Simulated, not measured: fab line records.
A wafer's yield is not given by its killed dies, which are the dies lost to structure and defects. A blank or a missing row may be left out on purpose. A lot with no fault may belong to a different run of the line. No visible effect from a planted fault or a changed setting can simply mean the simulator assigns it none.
fab line records -- flow nand_harc -- part 1 of 2: steps 1 to 4 of 6
record lots=24, wafers=72, last_day=33
route steps=1302 shown A_STAIRCASE@736
lots that met no fault: taken from a fault-free run of the same line
start_h: the number of hours between the record's first day and the start of the first shown wafer of the lot -- wait_h: hours elapsed since this lot's preceding step -- " repeats the value in the row above -- L1.1+2: several wafers, shown together as one row -- - no value present, or no start provided -- * or withheld: withheld -- < > ~ a bound
route shown NAME@n: a module of which the file shows steps, and the number in the route of the first -- usual: average and standard deviation across the fault-free wafers -- same: alike in all rows -- chamber/n: place in a boat -- sites: readings site by site -- _std_site: how widely they spread, as a standard deviation -- _edge_site: mean of outer sites minus mean of inner sites -- radius_mm: how far each site lies from the wafer's centre -- mask NAME#n: copy n -- behind: the most recent tool/chamber to have shaped the wafer -- hold: reason for holding the lot/hours on hold/outcome of the hold -- device: the transistor (n, p or np) that didn't switch -- end of line: the route-end tests of the same wafers -- where a step has no rows: the recipe by itself -- killed: the dies lost at the first sort to structure and to defects; this is not the yield of the wafer -- map: per-die view of a wafer (x killed, . not killed, _ where there is no die)
set.NAME: setting as actually run; set.NAME@STEP: the setting as run at that earlier step -- model.NAME: the simulator's own value behind a step, which no gauge read
steps of the route over a sample of lots; a table a step, a row a wafer
services: from which hour (start_h, from the record's first day; less than 0 if before it) a tool's chamber was out of use, for how many hours, and why
## steps
# step NHARC_A_STAIRCASE_TRIM_222
# recipe time_s=211.2, o2_flow_sccm=500, ar_flow_sccm=0, bias_w=0, chemistry=O2
# usual drypump_motor_current_A=5.8/0.46, oes_product_au=1.000/0.01, rf_vpp_V=57.8/0.85, showerhead_plenum_p_Torr=3.56/0.15, throttle_valve_pct=17.036/0.0089
lot.wafer,tool,chamber,start_h,wait_h,drypump_motor_current_A,oes_product_au,rf_hours_counter_h,rf_vpp_V,showerhead_plenum_p_Torr,throttle_valve_pct
L074.4,rie_diel-13,3,-,-,6.6,0.998,1,56.6,3.33,17.026
L074.6,rie_diel-13,3,-,-,6.6,1.000,-,57.5,3.33,17.048
L074.5,rie_diel-13,0,-,-,5.9,1.005,-,56.4,3.43,17.031
L075.1,rie_diel-04,2,-,-,6.0,1.007,3,57.8,3.81,17.047
L075.2,rie_diel-04,0,-,-,6.1,0.984,5,57.9,3.65,17.037
L075.6,rie_diel-04,2,-,-,6.0,0.998,-,58.1,3.81,17.034
L076.4,rie_diel-13,0,-,-,5.9,1.001,12,58.4,3.42,17.046
L076.2,rie_diel-13,3,-,-,6.6,0.998,13,57.8,3.32,17.049
L076.6,rie_diel-13,0,-,-,5.9,0.993,-,57.4,3.42,17.027
L077.1,rie_diel-04,0,-,-,6.1,0.987,9,58.6,3.65,17.039
L077.4,rie_diel-04,1,-,-,4.8,0.992,9,60.0,3.70,17.025
L077.6,rie_diel-04,1,-,-,4.8,0.995,-,57.9,3.70,17.024
L078.4,rie_diel-08,3,-,-,5.5,1.014,4,57.1,3.40,17.023
L078.2,rie_diel-08,0,-,-,5.5,1.004,4,58.4,3.57,17.040
L078.3,rie_diel-08,2,-,-,5.5,1.009,4,58.5,3.53,17.037
L079.2,rie_diel-08,3,-,-,5.5,1.006,10,57.6,3.39,17.050
L079.4,rie_diel-08,1,-,-,5.9,0.999,7,56.6,3.49,17.022
L079.6,rie_diel-08,0,-,-,5.5,1.014,-,56.8,3.56,17.035
L080.2,rie_diel-04,1,-,-,4.8,0.979,14,60.2,3.70,17.040
L080.5,rie_diel-04,0,-,-,6.1,0.979,-,58.3,3.64,17.044
L080.6,rie_diel-04,1,-,-,4.8,0.976,-,59.0,3.70,17.037
L081.1,rie_diel-08,0,-,-,5.5,1.003,14,56.3,3.56,17.041
L081.5,rie_diel-08,0,-,-,5.5,1.012,-,56.4,3.56,17.040
L081.6,rie_diel-08,1,-,-,5.9,0.999,-,57.7,3.49,17.031
L082.4,rie_diel-08,0,-,-,5.5,1.003,15,58.0,3.56,17.035
L082.1,rie_diel-08,3,-,-,5.5,1.002,19,56.5,3.39,17.032
L082.6,rie_diel-08,0,-,-,5.5,1.010,-,56.7,3.56,17.044
L083.2,rie_diel-13,1,-,-,5.5,0.992,41,59.1,3.78,17.052
L083.4,rie_diel-13,2,-,-,5.9,1.011,38,59.3,3.53,17.040
L083.3,rie_diel-13,0,-,-,5.9,0.996,42,57.9,3.40,17.036
L086.1,rie_diel-13,0,-,-,5.9,0.994,44,58.8,3.40,17.045
L086.5,rie_diel-13,1,-,-,5.5,1.001,-,57.8,3.78,17.030
L086.6,rie_diel-13,2,-,-,5.9,1.017,-,57.0,3.53,17.031
L084.1,rie_diel-13,3,-,-,6.6,0.994,46,57.8,3.30,17.053
L084.3,rie_diel-13,0,-,-,5.9,0.994,45,56.5,3.40,17.049
L084.5,rie_diel-13,1,-,-,5.5,0.983,-,57.8,3.78,17.040
L085.2,rie_diel-04,2,-,-,6.0,1.009,27,57.3,3.79,17.041
L085.4,rie_diel-04,1,-,-,4.8,0.996,29,57.2,3.69,17.034
L085.5,rie_diel-04,2,-,-,6.0,1.015,-,57.2,3.79,17.032
L087.1,rie_diel-08,1,-,-,5.9,1.002,36,57.9,3.48,17.039
L087.3,rie_diel-08,0,-,-,5.5,1.000,34,57.5,3.55,17.036
L087.5,rie_diel-08,1,-,-,5.9,1.003,-,56.7,3.48,17.048
L088.2,rie_diel-08,3,-,-,5.5,0.992,44,56.7,3.37,17.044
L088.4,rie_diel-08,0,-,-,5.5,1.002,39,57.8,3.55,17.042
L088.6,rie_diel-08,2,-,-,5.4,0.995,-,57.1,3.51,17.035
L089.3,rie_diel-13,3,-,-,6.6,0.999,58,58.0,3.30,17.048
L089.2,rie_diel-13,0,-,-,5.9,0.983,56,59.7,3.40,17.032
L089.6,rie_diel-13,3,-,-,6.6,1.003,-,57.3,3.30,17.036
L091.4,rie_diel-04,2,-,-,6.1,0.998,41,58.4,3.78,17.035
L091.2,rie_diel-04,3,-,-,6.4,0.995,42,57.2,3.41,17.030
L091.3,rie_diel-04,1,-,-,4.8,0.988,44,57.6,3.69,17.031
L090.4,rie_diel-04,1,-,-,4.8,1.001,44,58.0,3.68,17.034
L090.1,rie_diel-04,3,-,-,6.4,0.993,43,57.3,3.41,17.049
L090.5,rie_diel-04,1,-,-,4.8,0.995,-,57.4,3.69,17.035
L092.4,rie_diel-04,3,-,-,6.4,0.992,8,58.5,3.41,17.040
L092.6,rie_diel-04,2,-,-,6.0,1.005,-,58.1,3.78,17.040
L092.5,rie_diel-04,3,-,-,6.4,0.994,-,57.2,3.41,17.023
L093.2,rie_diel-13,0,-,-,5.9,1.004,10,56.6,3.39,17.042
L093.3,rie_diel-13,3,-,-,6.6,0.999,13,56.1,3.29,17.040
L093.6,rie_diel-13,0,-,-,5.9,1.011,-,57.6,3.39,17.022
L094.1,rie_diel-08,2,-,-,5.4,1.012,3,58.1,3.51,17.033
L094.4,rie_diel-08,3,-,-,5.5,1.009,2,57.5,3.37,17.027
L094.5,rie_diel-08,1,-,-,5.9,0.979,-,57.7,3.47,17.032
L095.3,rie_diel-08,3,-,-,5.5,0.997,5,57.9,3.36,17.041
L095.1,rie_diel-08,0,-,-,5.6,1.020,5,57.6,3.54,17.017
L095.4,rie_diel-08,1,-,-,5.9,0.986,5,57.0,3.46,17.019
L096.3,rie_diel-04,1,-,-,4.8,1.005,13,56.3,3.68,17.054
L096.1,rie_diel-04,3,-,-,6.4,1.008,16,58.3,3.40,17.021
L096.6,rie_diel-04,0,-,-,6.1,0.990,-,58.2,3.61,17.041
L097.4,rie_diel-04,2,-,-,6.0,1.007,22,58.3,3.77,17.044
L097.2,rie_diel-04,0,-,-,6.1,0.991,19,57.2,3.61,17.030
L097.5,rie_diel-04,1,-,-,4.8,0.997,-,59.3,3.67,17.035
# step NHARC_A_STAIRCASE_ETCH_223
# recipe target_depth_a=1000, time_s=40.5, ion_energy_ev=400, c4f8_flow_sccm=20, o2_flow_sccm=10, ar_flow_sccm=withheld, rf_w=600, bias_w=1000, chemistry=C4F8/O2
# usual oes_product_au=0.945/0.011, rf_vpp_V=897/5.6
lot.wafer,tool,chamber,start_h,wait_h,oes_product_au,rf_hours_counter_h,rf_vpp_V
L074.4,rie_diel-13,1,-,-,0.946,1,904
L074.5,rie_diel-13,0,-,-,0.944,-,892
L074.6,rie_diel-13,1,-,-,0.947,-,906
L075.2,rie_diel-04,2,-,-,0.961,3,905
L075.1,rie_diel-04,1,-,-,0.948,6,903
L075.6,rie_diel-04,0,-,-,0.948,-,899
L076.2,rie_diel-13,3,-,-,0.941,13,888
L076.4,rie_diel-13,0,-,-,0.948,12,891
L076.6,rie_diel-13,2,-,-,0.951,-,897
L077.4,rie_diel-04,3,-,-,0.953,3,893
L077.1,rie_diel-04,1,-,-,0.937,9,903
L077.6,rie_diel-04,2,-,-,0.971,-,907
L078.4,rie_diel-08,1,-,-,0.951,3,895
L078.2,rie_diel-08,2,-,-,0.941,4,895
L078.3,rie_diel-08,0,-,-,0.937,4,896
L079.4,rie_diel-08,3,-,-,0.940,10,892
L079.2,rie_diel-08,1,-,-,0.956,7,894
L079.6,rie_diel-08,3,-,-,0.940,-,891
L080.2,rie_diel-04,2,-,-,0.964,12,905
L080.5,rie_diel-04,0,-,-,0.932,-,900
L080.6,rie_diel-04,1,-,-,0.929,-,902
L081.1,rie_diel-08,2,-,-,0.956,18,895
L081.6,rie_diel-08,1,-,-,0.945,-,894
L081.5,rie_diel-08,2,-,-,0.951,-,896
L082.1,rie_diel-08,2,-,-,0.951,19,895
L082.4,rie_diel-08,0,-,-,0.934,15,897
L082.6,rie_diel-08,3,-,-,0.954,-,892
L083.2,rie_diel-13,2,-,-,0.949,38,895
L083.4,rie_diel-13,3,-,-,0.939,43,888
L083.3,rie_diel-13,0,-,-,0.941,42,891
L086.1,rie_diel-13,3,-,-,0.951,45,887
L086.5,rie_diel-13,3,-,-,0.951,-,887
L086.6,rie_diel-13,0,-,-,0.947,-,891
L084.1,rie_diel-13,1,-,-,0.937,44,906
L084.3,rie_diel-13,3,-,-,0.946,46,888
L084.5,rie_diel-13,2,-,-,0.955,-,897
L085.4,rie_diel-04,1,-,-,0.941,29,901
L085.2,rie_diel-04,2,-,-,0.962,27,904
L085.5,rie_diel-04,2,-,-,0.953,-,905
L087.1,rie_diel-08,2,-,-,0.936,30,895
L087.3,rie_diel-08,0,-,-,0.945,34,898
L087.5,rie_diel-08,2,-,-,0.947,-,895
L088.4,rie_diel-08,3,-,-,0.950,44,889
L088.2,rie_diel-08,0,-,-,0.945,39,896
L088.6,rie_diel-08,3,-,-,0.953,-,891
L089.2,rie_diel-13,0,-,-,0.935,56,891
L089.3,rie_diel-13,1,-,-,0.935,52,906
L089.6,rie_diel-13,0,-,-,0.927,-,891
L091.4,rie_diel-04,1,-,-,0.951,44,901
L091.2,rie_diel-04,2,-,-,0.963,41,905
L091.3,rie_diel-04,3,-,-,0.944,43,891
L090.4,rie_diel-04,2,-,-,0.947,41,905
L090.1,rie_diel-04,3,-,-,0.934,43,892
L090.5,rie_diel-04,1,-,-,0.927,-,902
L092.4,rie_diel-04,1,-,-,0.942,8,902
L092.5,rie_diel-04,1,-,-,0.938,-,901
L092.6,rie_diel-04,2,-,-,0.967,-,908
L093.2,rie_diel-13,1,-,-,0.943,10,907
L093.3,rie_diel-13,2,-,-,0.963,13,895
L093.6,rie_diel-13,3,-,-,0.948,-,888
L094.4,rie_diel-08,3,-,-,0.956,2,888
L094.1,rie_diel-08,0,-,-,0.947,2,896
L094.5,rie_diel-08,3,-,-,0.965,-,890
L095.3,rie_diel-08,2,-,-,0.923,5,894
L095.4,rie_diel-08,0,-,-,0.951,5,897
L095.1,rie_diel-08,1,-,-,0.914,5,893
L096.3,rie_diel-04,0,-,-,0.934,14,900
L096.1,rie_diel-04,2,-,-,0.951,16,904
L096.6,rie_diel-04,3,-,-,0.949,-,890
L097.4,rie_diel-04,1,-,-,0.951,18,900
L097.2,rie_diel-04,3,-,-,0.943,23,893
L097.5,rie_diel-04,2,-,-,0.957,-,906
# step NHARC_A_STAIRCASE_TRIM_233
# recipe time_s=211.2, o2_flow_sccm=500, ar_flow_sccm=0, bias_w=0, chemistry=O2
# usual drypump_motor_current_A=5.8/0.46, oes_product_au=0.998/0.011, rf_vpp_V=57.8/0.88, showerhead_plenum_p_Torr=3.54/0.15, throttle_valve_pct=17.037/0.0087
lot.wafer,tool,chamber,start_h,wait_h,drypump_motor_current_A,oes_product_au,rf_hours_counter_h,rf_vpp_V,showerhead_plenum_p_Torr,throttle_valve_pct
L074.4,rie_diel-13,1,-,-,5.5,0.993,1,57.7,3.81,17.052
L074.5,rie_diel-13,3,-,-,6.6,0.984,-,57.7,3.33,17.050
L074.6,rie_diel-13,0,-,-,5.9,1.000,-,57.7,3.43,17.043
L075.2,rie_diel-04,1,-,-,4.8,1.010,6,56.9,3.71,17.051
L075.1,rie_diel-04,2,-,-,6.0,1.014,4,57.4,3.81,17.049
L075.6,rie_diel-04,0,-,-,6.1,0.988,-,58.7,3.65,17.046
L076.2,rie_diel-04,1,-,-,4.8,0.985,7,59.1,3.71,17.045
L076.4,rie_diel-04,2,-,-,6.0,1.007,-,57.0,3.81,17.023
L076.6,rie_diel-04,1,-,-,4.8,0.983,-,58.8,3.71,17.025
L077.4,rie_diel-13,0,-,-,5.9,0.995,16,58.9,3.42,17.037
L077.1,rie_diel-13,2,-,-,5.9,1.009,16,58.4,3.54,17.040
L077.6,rie_diel-13,0,-,-,5.9,0.994,-,58.2,3.42,17.045
L078.4,rie_diel-08,3,-,-,5.5,1.003,5,58.4,3.40,17.037
L078.2,rie_diel-08,0,-,-,5.5,0.994,5,56.6,3.56,17.036
L078.3,rie_diel-08,2,-,-,5.4,1.000,4,57.6,3.53,17.050
L079.4,rie_diel-13,0,-,-,5.9,0.992,22,56.8,3.41,17.037
L079.2,rie_diel-13,1,-,-,5.5,1.004,22,58.8,3.79,17.048
L079.6,rie_diel-13,0,-,-,5.9,0.985,-,59.6,3.41,17.026
L080.2,rie_diel-04,0,-,-,6.1,0.976,16,59.8,3.64,17.041
L080.5,rie_diel-04,3,-,-,6.4,1.007,-,56.3,3.43,17.032
L080.6,rie_diel-04,0,-,-,6.1,0.987,-,58.9,3.64,17.039
L081.1,rie_diel-08,1,-,-,5.9,1.003,15,58.7,3.49,17.030
L081.5,rie_diel-08,0,-,-,5.6,1.003,-,58.1,3.56,17.034
L081.6,rie_diel-08,1,-,-,5.9,1.003,-,57.6,3.49,17.047
L082.1,rie_diel-13,3,-,-,6.6,0.993,35,57.1,3.31,17.042
L082.6,rie_diel-13,0,-,-,5.9,0.988,-,57.4,3.41,17.033
L082.4,rie_diel-13,3,-,-,6.6,0.998,-,57.3,3.31,17.029
L083.3,rie_diel-13,3,-,-,6.5,1.007,44,58.5,3.30,17.051
L083.2,rie_diel-13,1,-,-,5.5,0.987,41,58.0,3.78,17.042
L083.4,rie_diel-13,2,-,-,5.9,1.013,38,58.1,3.53,17.038
L086.1,rie_diel-13,2,-,-,5.9,1.006,40,58.5,3.53,17.047
L086.5,rie_diel-13,2,-,-,5.9,1.008,-,57.9,3.53,17.048
L086.6,rie_diel-13,3,-,-,6.6,1.001,-,57.1,3.30,17.025
L084.3,rie_diel-04,3,-,-,6.4,1.006,27,57.7,3.42,17.058
L084.1,rie_diel-04,0,-,-,6.0,0.984,33,59.2,3.63,17.034
L084.5,rie_diel-04,2,-,-,6.0,1.020,-,59.2,3.79,17.037
L085.2,rie_diel-13,2,-,-,5.9,1.015,41,57.6,3.53,17.038
L085.4,rie_diel-13,3,-,-,6.6,1.000,47,57.6,3.30,17.041
L085.5,rie_diel-13,3,-,-,6.6,0.999,-,58.8,3.30,17.026
L087.1,rie_diel-13,2,-,-,5.9,1.024,49,57.0,3.53,17.047
L087.3,rie_diel-13,2,-,-,5.9,1.016,-,58.0,3.52,17.030
L087.5,rie_diel-13,2,-,-,5.9,1.014,-,57.5,3.52,17.032
L088.2,rie_diel-08,2,-,-,5.5,1.001,33,57.9,3.51,17.032
L088.4,rie_diel-08,3,-,-,5.5,1.001,44,57.2,3.37,17.047
L088.6,rie_diel-08,1,-,-,5.9,1.009,-,58.3,3.47,17.036
L089.2,rie_diel-04,2,-,-,6.0,1.010,38,58.3,3.79,17.040
L089.3,rie_diel-04,1,-,-,4.8,0.999,41,59.0,3.69,17.041
L089.6,rie_diel-04,3,-,-,6.4,1.002,-,56.2,3.42,17.032
L091.2,rie_diel-04,0,-,-,6.1,0.987,51,59.4,3.62,17.036
L091.3,rie_diel-04,1,-,-,4.8,0.991,45,58.6,3.68,17.048
L091.4,rie_diel-04,2,-,-,6.0,1.007,41,57.7,3.78,17.023
L090.1,rie_diel-08,1,-,-,6.0,1.008,46,57.7,3.47,17.045
L090.4,rie_diel-08,2,-,-,5.4,0.993,40,57.2,3.51,17.041
L090.5,rie_diel-08,1,-,-,5.9,1.006,-,57.4,3.47,17.037
L092.4,rie_diel-08,2,-,-,5.4,0.997,1,59.2,3.51,17.032
L092.6,rie_diel-08,0,-,-,5.5,1.013,-,58.4,3.54,17.040
L092.5,rie_diel-08,1,-,-,5.9,0.980,-,57.6,3.47,17.053
L093.3,rie_diel-04,3,-,-,6.4,1.002,9,56.5,3.41,17.044
L093.2,rie_diel-04,0,-,-,6.1,0.973,9,58.9,3.62,17.041
L093.6,rie_diel-04,3,-,-,6.4,0.993,-,57.2,3.41,17.033
L094.1,rie_diel-08,0,-,-,5.6,1.012,3,57.7,3.54,17.036
L094.4,rie_diel-08,1,-,-,5.9,0.982,3,55.7,3.47,17.024
L094.5,rie_diel-08,0,-,-,5.6,1.015,-,57.0,3.54,17.038
L095.3,rie_diel-13,1,-,-,5.5,0.993,17,58.1,3.77,17.044
L095.1,rie_diel-13,2,-,-,5.9,1.011,20,60.2,3.51,17.033
L095.4,rie_diel-13,0,-,-,5.9,1.005,16,56.1,3.39,17.015
L096.3,rie_diel-04,1,-,-,4.9,0.983,14,56.9,3.68,17.045
L096.1,rie_diel-04,3,-,-,6.4,0.995,17,57.6,3.40,17.024
L096.6,rie_diel-04,1,-,-,4.8,0.983,-,57.4,3.68,17.040
L097.4,rie_diel-04,1,-,-,4.8,0.986,19,58.2,3.67,17.030
L097.2,rie_diel-04,3,-,-,6.4,0.992,23,57.6,3.40,17.025
L097.5,rie_diel-04,1,-,-,4.8,0.996,-,58.1,3.67,17.036
# step NHARC_A_STAIRCASE_DESCUM_291
# recipe time_s=3, o2_flow_sccm=200, ar_flow_sccm=0, bias_power_w=0, chemistry=O2
# usual drypump_motor_current_A=5.8/0.47, oes_product_au=1.000/0.012, rf_vpp_V=57.7/0.96, showerhead_plenum_p_Torr=1.92/0.088, throttle_valve_pct=11.311/0.009
lot.wafer,tool,chamber,start_h,wait_h,drypump_motor_current_A,oes_product_au,rf_hours_counter_h,rf_vpp_V,showerhead_plenum_p_Torr,throttle_valve_pct
L074.4,rie_diel-04,0,372.53,-,6.1,0.982,-,58.1,1.98,11.305
L074.6,rie_diel-04,1,372.53,-,4.8,0.997,-,58.2,2.02,11.319
L074.5,rie_diel-04,2,372.53,-,6.0,1.017,-,57.7,2.08,11.318
L075.1,rie_diel-04,1,397.09,-,4.8,0.995,9,57.9,2.02,11.322
L075.2,rie_diel-04,2,397.09,-,6.0,1.007,7,57.9,2.07,11.294
L075.6,rie_diel-04,3,397.09,-,6.4,1.007,-,57.4,1.86,11.303
L076.2,rie_diel-13,1,397.47,-,5.5,0.990,17,59.0,2.07,11.303
L076.4,rie_diel-13,2,397.47,-,5.9,1.007,16,56.5,1.92,11.308
L076.6,rie_diel-13,0,397.47,-,5.9,0.992,-,57.7,1.85,11.312
L077.4,rie_diel-04,1,412.41,-,4.8,0.979,12,57.2,2.02,11.304
L077.1,rie_diel-04,2,412.41,-,6.0,1.006,10,58.4,2.07,11.307
L077.6,rie_diel-04,0,412.41,-,6.1,0.989,-,57.7,1.98,11.304
L078.2,rie_diel-08,1,413.66,-,5.9,0.995,8,57.9,1.89,11.320
L078.3,rie_diel-08,2,413.66,-,5.5,1.002,10,58.5,1.91,11.309
L078.4,rie_diel-08,3,413.66,-,5.5,0.999,11,56.7,1.83,11.313
L079.4,rie_diel-08,0,421.58,-,5.5,0.997,10,59.1,1.93,11.313
L079.2,rie_diel-08,1,421.58,-,5.9,0.997,9,58.3,1.89,11.319
L079.6,rie_diel-08,1,421.58,-,5.9,0.997,-,58.7,1.89,11.302
L080.2,rie_diel-04,3,437.76,-,6.3,1.003,14,57.0,1.86,11.305
L080.5,rie_diel-04,3,437.76,-,6.4,0.999,-,57.3,1.86,11.312
L080.6,rie_diel-04,0,437.76,-,6.1,0.971,-,57.0,1.98,11.309
L081.1,rie_diel-04,1,452.31,-,4.8,0.974,23,58.0,2.01,11.326
L081.5,rie_diel-04,0,452.31,-,6.1,0.983,-,56.5,1.98,11.298
L081.6,rie_diel-04,1,452.31,-,4.8,0.995,-,59.1,2.01,11.311
L082.4,rie_diel-04,2,457.35,-,6.0,1.020,22,57.3,2.07,11.325
L082.1,rie_diel-04,3,457.35,-,6.4,1.018,21,56.0,1.85,11.312
L082.6,rie_diel-04,2,457.35,-,6.0,1.023,-,58.7,2.07,11.298
L083.4,rie_diel-13,3,484.89,-,6.5,1.001,48,56.3,1.78,11.319
L083.2,rie_diel-13,1,484.89,-,5.5,0.995,45,59.4,2.06,11.305
L083.3,rie_diel-13,2,484.89,-,5.9,1.006,42,58.6,1.91,11.305
L086.1,rie_diel-04,1,492.18,-,4.8,1.000,34,57.3,2.01,11.313
L086.6,rie_diel-04,3,492.18,-,6.4,1.007,-,57.3,1.85,11.304
L086.5,rie_diel-04,0,492.18,-,6.1,0.982,-,58.0,1.97,11.307
L084.3,rie_diel-13,2,497.65,-,5.9,1.011,44,56.7,1.91,11.308
L084.1,rie_diel-13,3,497.65,-,6.5,0.996,51,57.0,1.78,11.312
L084.5,rie_diel-13,3,497.65,-,6.6,0.988,-,58.4,1.78,11.326
L085.4,rie_diel-04,3,499.13,-,6.4,1.004,33,57.5,1.85,11.314
L085.2,rie_diel-04,0,499.13,-,6.1,0.989,41,58.1,1.97,11.296
L085.5,rie_diel-04,3,499.13,-,6.4,1.004,-,58.8,1.85,11.303
L087.3,rie_diel-04,3,520.90,-,6.4,1.007,41,56.3,1.85,11.317
L087.1,rie_diel-04,2,520.90,-,6.0,1.010,39,58.2,2.06,11.328
L087.5,rie_diel-04,0,520.90,-,6.1,0.989,-,59.8,1.97,11.294
L088.2,rie_diel-08,1,523.11,-,5.9,1.002,45,56.8,1.88,11.308
L088.4,rie_diel-08,2,523.11,-,5.4,1.014,39,58.6,1.90,11.303
L088.6,rie_diel-08,1,523.11,-,5.9,1.016,-,58.3,1.88,11.303
L089.2,rie_diel-13,3,531.95,-,6.5,0.990,1,56.9,1.78,11.301
L089.3,rie_diel-13,1,531.95,-,5.5,0.992,0,57.2,2.06,11.305
L089.6,rie_diel-13,3,531.95,-,6.6,0.996,-,55.6,1.78,11.316
L091.2,rie_diel-13,0,540.10,-,5.9,0.997,3,57.9,1.84,11.309
L091.3,rie_diel-13,1,540.10,-,5.5,0.991,3,57.6,2.06,11.315
L091.4,rie_diel-13,3,540.10,-,6.5,0.998,5,57.1,1.78,11.300
L090.1,rie_diel-13,1,540.73,-,5.5,0.997,3,57.2,2.06,11.303
L090.4,rie_diel-13,2,540.73,-,5.9,1.013,5,58.0,1.91,11.322
L090.5,rie_diel-13,3,540.73,-,6.6,1.006,-,58.5,1.78,11.315
L092.4,rie_diel-04,0,575.17,-,6.1,0.985,12,57.0,1.96,11.291
L092.5,rie_diel-04,1,575.17,-,4.8,1.000,-,58.8,2.00,11.312
L092.6,rie_diel-04,2,575.17,-,6.0,1.018,-,58.7,2.06,11.301
L093.3,rie_diel-08,2,577.05,-,5.4,1.023,7,56.4,1.90,11.304
L093.2,rie_diel-08,0,577.05,-,5.5,1.026,8,59.1,1.92,11.287
L093.6,rie_diel-08,1,577.05,-,5.9,0.982,-,57.7,1.88,11.309
L094.1,rie_diel-08,3,579.38,-,5.5,1.016,7,57.1,1.82,11.317
L094.4,rie_diel-08,2,579.38,-,5.4,1.021,8,57.2,1.90,11.306
L094.5,rie_diel-08,3,579.38,-,5.5,1.014,-,55.6,1.82,11.321
L095.4,rie_diel-13,3,587.99,-,6.6,0.996,22,56.6,1.77,11.316
L095.3,rie_diel-13,0,587.99,-,5.9,1.001,21,56.6,1.83,11.312
L095.1,rie_diel-13,1,587.99,-,5.5,0.993,22,58.6,2.05,11.340
L096.1,rie_diel-08,0,596.10,-,5.6,1.017,16,59.4,1.92,11.310
L096.3,rie_diel-08,3,596.10,-,5.5,1.006,15,57.5,1.82,11.309
L096.6,rie_diel-08,1,596.10,-,5.9,0.991,-,56.1,1.87,11.312
L097.2,rie_diel-08,0,610.38,-,5.5,1.016,18,59.6,1.91,11.296
L097.4,rie_diel-08,1,610.38,-,5.9,0.988,-,57.2,1.87,11.312
L097.5,rie_diel-08,2,610.38,-,5.4,1.013,-,58.7,1.90,11.317
